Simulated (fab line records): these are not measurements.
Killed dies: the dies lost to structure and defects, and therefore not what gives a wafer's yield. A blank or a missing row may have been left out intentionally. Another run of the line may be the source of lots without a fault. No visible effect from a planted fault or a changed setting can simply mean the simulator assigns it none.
A lot that was struck, set against a sound lot + flow nand_harc + 16 out of 1302 route steps
Sound: the wafers L406.1, L406.2, L406.6. Wafers L413.3, L413.4, L413.5 were the ones struck. The cause comes at the end.
Each step with rows lists, per side, the tool, then ch with its chambers, then its first start. Under that, the readings that differ: sound wafers + struck wafers + difference of the means + sigmas: that difference in standard deviations of wafers without a fault.
alike: readings whose means differ by less than 2 such deviations, and words and numbers that are the same on both sides. not compared: withheld readings, readings that some wafer has no value for, bounds like >300 that may hide the same value, and numbers for which the record gives no deviation and whose values overlap.
A row with sigmas, a row that says differs or no value, or rows on one side alone: a step with any of these is where the two part. Non-overlapping numbers with no deviation appear without sigmas and do not part them. Lack of a reading on every wafer of one side parts them only where that side has two or more wafers.

first, 1 step without rows for these wafers: NHARC_A_DECK1_JOINT_SRD_15.
NHARC_A_DECK1_JOINT_DEP_16: deposits SiO2, target thk 45 nm.
  sound on pecvd-04 ch 0,1,2, day 13 04:20; struck on pecvd-02 ch 0,1, day 15 23:53
  alike: heater_power_w, rf_fwd_power_W, throttle_valve_pct
NHARC_A_DECK1_JOINT_THK_MEAS_17: measures by ellipsometry.
  struck on film_metro-02, day 16 00:06; sound on film_metro-01, day 13 04:35
  alike: thk_nm
NHARC_A_DECK1_JOINT_INSPECT_05:
  struck on defect_inspect-02, day 16 00:08; sound on defect_inspect-02, day 13 04:38
  alike: raw_defect_count
after that, 1 step with no rows for these wafers: NHARC_A_ONON_D2_DEP_00 (target thk 1000 nm).
NHARC_A_ONON_D2_THK_MEAS_02: measures by ellipsometry.
  struck on film_metro-02, day 16 00:43; sound on film_metro-02, day 13 05:23
  alike: thk_nm
after that, 1 step with no rows for these wafers: NHARC_A_ONON_D2_DEP_03 (target thk 1000 nm).
NHARC_A_ONON_D2_THK_MEAS_05: measures by ellipsometry.
  struck on film_metro-01, day 16 01:17; sound on film_metro-02, day 13 05:56
  alike: thk_nm
after that, 1 step with no rows for these wafers: NHARC_A_ONON_D2_DEP_06 (target thk 1000 nm).
NHARC_A_ONON_D2_THK_MEAS_08: measures by ellipsometry.
  struck on film_metro-01, day 16 01:52; sound on film_metro-02, day 13 06:31
  alike: thk_nm
after that, 1 step with no rows for these wafers: NHARC_A_ONON_D2_DEP_09 (target thk 1000 nm).
NHARC_A_ONON_D2_THK_MEAS_11: measures by ellipsometry.
  struck on film_metro-01, day 16 02:26; sound on film_metro-01, day 13 07:05
  alike: thk_nm
NHARC_A_ONON_D2_DEP_12: target thk 1000 nm.
  sound on pecvd_onon-04 ch 0, day 13 07:08; struck on pecvd_onon-01 ch 0, day 16 02:37
| reading             | sound          | struck         | difference | sigmas |
|---------------------|----------------|----------------|------------|--------|
| n2_flow_sccm (sccm) | 2767 2759 2769 | 2739 2739 2736 | -27        | -3     |
  alike: sih4_flow_sccm
NHARC_A_ONON_D2_THK_MEAS_14: measures by ellipsometry.
  struck on film_metro-02, day 16 03:00; sound on film_metro-02, day 13 07:40
| reading     | sound       | struck      | difference | sigmas |
|-------------|-------------|-------------|------------|--------|
| thk_nm (nm) | 997 998 996 | 686 686 685 | -311       | -32    |
then, 1 step without rows for these wafers: NHARC_A_ONON_D2_ANNEAL_15 (time 3600 s).
-- jump in the record: it breaks off in module A_ONON_D2 and resumes in module END (first step shown: number 1302 of the route), and 12 days separate the struck wafers' starts before and after --
NHARC_END_SORT_01:
  the record has rows for the struck wafers here (prober-02 ch 0, day 27 17:40) and none for the sound ones

== WHERE THEY PART ==
Last at NHARC_END_SORT_01 as far as this record goes, first at NHARC_A_ONON_D2_DEP_12.

WHY: what the simulator had put in
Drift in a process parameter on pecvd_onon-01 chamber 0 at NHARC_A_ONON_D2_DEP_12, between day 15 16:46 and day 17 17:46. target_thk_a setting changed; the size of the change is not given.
